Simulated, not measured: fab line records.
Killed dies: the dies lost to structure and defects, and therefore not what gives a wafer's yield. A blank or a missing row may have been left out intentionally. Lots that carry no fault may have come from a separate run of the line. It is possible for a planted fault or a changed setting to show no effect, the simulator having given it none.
2 desks, one fault | flow n5_finfet | each desk has only its own numbers; what lay behind them comes last

## FROM THE METROLOGY DESK
What the gauges read for every lot (on any tool): the sampled wafers with a number, averaged. Any lot whose mean is over 4 standard deviations away from the usual mean is out of limits and marked OUT; that distance is given in the brackets. 7 of its 12 readings are shown: the first one out of limits and those lying furthest out on some lot.
Columns: A = cd_nm at N5_MOL_CONTACT_COAG_CD_MEAS_40, usual 25.08 nm; B = cd_nm at N5_MOL_CONTACT_COAG_CD_MEAS_101, usual 16.0 nm; C = DIBL_N at N5_BEOL_M4_RC_MEAS_101, usual 36.7 mV/V; D = IOFF_P at N5_BEOL_M4_RC_MEAS_101, usual 0.23 nA/um; E = ION_N at N5_BEOL_M4_RC_MEAS_101, usual 683 uA/um; F = SS_N at N5_BEOL_M4_RC_MEAS_101, usual 71.7 mV/dec; G = VT_P at N5_BEOL_M4_RC_MEAS_101, usual -250 mV
lot  | first seen here | A               | B             | C    | D    | E   | F    | G
L662 | day 5 17:34     | 25.14           | 15.5          | 36.8 | 0.21 | 690 | 71.4 | -251
L668 | day 6 19:39     | 24.62           | 15.8          | 34.0 | 0.20 | 684 | 70.6 | -249
L669 | day 7 05:26     | 25.04           | 15.8          | 38.0 | 0.30 | 686 | 72.1 | -244
L671 | day 7 17:43     | 25.16           | 16.2          | 37.2 | 0.18 | 687 | 72.0 | -255
L672 | day 8 02:00     | 25.38           | 15.8          | 37.3 | 0.22 | 682 | 71.9 | -251
L673 | day 8 06:47     | 25.04           | 16.3          | 34.8 | 0.20 | 691 | 70.5 | -249
L676 | day 9 02:36     | 25.40           | 16.1          | 35.5 | 0.21 | 667 | 71.9 | -250
L683 | day 10 16:42    | 16.15 (-36) OUT | 6.9 (-24) OUT | -    | -    | -   | -    | -
This desk's finding: out of limits on L683; first on L683, day 10 16:42 (cd_nm at N5_MOL_CONTACT_COAG_CD_MEAS_40). L662, L668, L669, L671, L672, L673, L676: within limits.

## FOR THE TOOL OWNER'S DESK: euv_scanner-01
The tool's own readings at N5_MOL_CONTACT_COAG_EXPOSE_37 (exposes mask VD, defocus 0 nm): means of the sampled wafers that have a number, for each lot that ran on this tool. Any lot whose mean is over 4 standard deviations away from the usual mean is out of limits and marked OUT; that distance is given in the brackets.
Columns: A = exposure_dose_mJ_cm2 at N5_MOL_CONTACT_COAG_EXPOSE_37, usual 61.83
lot  | first seen here | A
L668 | day 6 19:31     | 61.83
L669 | day 7 05:17     | 61.94
L673 | day 8 06:38     | 61.73
L683 | day 10 16:34    | 68.18 (+86) OUT
This desk's finding: out of limits on L683; first on L683, day 10 16:34 (exposure_dose_mJ_cm2 at N5_MOL_CONTACT_COAG_EXPOSE_37). L668, L669, L673: within limits.

## PUT TOGETHER
At day 10 16:34, on L683, the tool owner's desk was in a position to raise an alarm.
The metrology desk could have raised an alarm at day 10 16:42, on L683.
N5_MOL_CONTACT_COAG_EXPOSE_37 was run on euv_scanner-01 by each of the lots named.

## WHAT WAS PUT IN BY THE SIMULATOR
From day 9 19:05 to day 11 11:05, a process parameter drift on euv_scanner-01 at N5_MOL_CONTACT_COAG_EXPOSE_37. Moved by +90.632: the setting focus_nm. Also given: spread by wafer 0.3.
Shown lots that were struck: L683.
Delay (hours) between the fault's onset and each desk's first out-of-limits reading: 21 at the tool owner's desk, 22 at the metrology desk.
